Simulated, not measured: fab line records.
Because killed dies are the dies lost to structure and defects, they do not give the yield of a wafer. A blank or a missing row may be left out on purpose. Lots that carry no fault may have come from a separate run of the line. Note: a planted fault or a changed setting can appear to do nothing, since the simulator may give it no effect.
Matching of chambers + flow n5-finfet + N5_BEOL_M6_ETCH_62 on rie-diel-03 has 3 sister chambers
The step etches SOC in N2/H2, target depth 110 nm, overetch 22 nm, time 165 s. 18 wafers are shown with their chamber, then 7 later ones without.

WAFERS, EACH WITH ITS CHAMBER
| wafer  | chamber | drypump-motor-current-A (A) | showerhead-plenum-p-Torr (Torr) | throttle-valve-pct (%) |
|--------|---------|-----------------------------|---------------------------------|------------------------|
| L074.2 | 1       | 4.8                         | 2.45                            | 17.38                  |
| L074.3 | 3       | 5.8                         | 2.59                            | 17.68                  |
| L074.5 | 1       | 4.8                         | 2.45                            | 17.39                  |
| L076.1 | 3       | 5.8                         | 2.58                            | 17.69                  |
| L076.4 | 2       | 5.8                         | 2.41                            | 18.00                  |
| L076.6 | 3       | 5.8                         | 2.58                            | 17.69                  |
| L075.1 | 1       | 4.8                         | 2.45                            | 17.41                  |
| L075.3 | 2       | 5.8                         | 2.41                            | 18.00                  |
| L075.5 | 2       | 5.8                         | 2.41                            | 17.99                  |
| L083.1 | 2       | 5.8                         | 2.40                            | 18.05                  |
| L083.2 | 1       | 4.8                         | 2.45                            | 17.43                  |
| L083.3 | 3       | 5.8                         | 2.58                            | 17.73                  |
| L086.2 | 1       | 4.9                         | 2.45                            | 17.44                  |
| L086.4 | 3       | 5.8                         | 2.58                            | 17.73                  |
| L086.6 | 1       | 4.9                         | 2.45                            | 17.43                  |
| L087.1 | 2       | 5.8                         | 2.40                            | 18.04                  |
| L087.3 | 1       | 4.9                         | 2.44                            | 17.44                  |
| L087.5 | 1       | 4.8                         | 2.44                            | 17.44                  |

SIGNATURES (averages over the wafers above)
| reading                  | chamber 1 | chamber 2 | chamber 3 | scatter within a chamber |
|--------------------------|-----------|-----------|-----------|--------------------------|
| drypump-motor-current-A  | 4.838     | 5.800     | 5.800     | 0.0354                   |
| showerhead-plenum-p-Torr | 2.4475    | 2.4060    | 2.5820    | 0.00483                  |
| throttle-valve-pct       | 17.4200   | 18.0160   | 17.7040   | 0.0248                   |
Rule: for each reading, subtract the chamber's mean from the wafer's reading, divide by that reading's scatter and square the result; add these up over the readings and take the root, which gives the wafer's distance from the chamber. If the next closest chamber is less than 2 further off than the closest, the wafer can't be placed; otherwise it belongs to the closest. How the scatter is found: for the shown wafers, subtract from each reading the mean of its chamber, square and add these, divide the total by (wafers less chambers), then take the root.

WAFERS MISSING THEIR CHAMBER
| wafer  | drypump-motor-current-A (A) | showerhead-plenum-p-Torr (Torr) | throttle-valve-pct (%) |
|--------|-----------------------------|---------------------------------|------------------------|
| L088.1 | 5.8                         | 2.40                            | 18.06                  |
| L088.2 | 4.8                         | 2.44                            | 17.45                  |
| L088.4 | 5.8                         | 2.40                            | 18.06                  |
| L088.6 | 4.8                         | 2.44                            | 17.44                  |
| L092.1 | 5.8                         | 2.57                            | 17.75                  |
| L092.2 | 4.8                         | 2.44                            | 17.44                  |
| L092.5 | 5.8                         | 2.39                            | 18.06                  |

CHAMBER TAKEN BY EACH
| wafer  | from the rows above | in truth |
|--------|---------------------|----------|
| L088.1 | 2                   | 2        |
| L088.2 | 1                   | 1        |
| L088.4 | 2                   | 2        |
| L088.6 | 1                   | 1        |
| L092.1 | 3                   | 3        |
| L092.2 | 1                   | 1        |
| L092.5 | 2                   | 2        |
Correct placement for 7 of the 7. Left unplaced by these rows: 0. Number placed wrongly: 0.
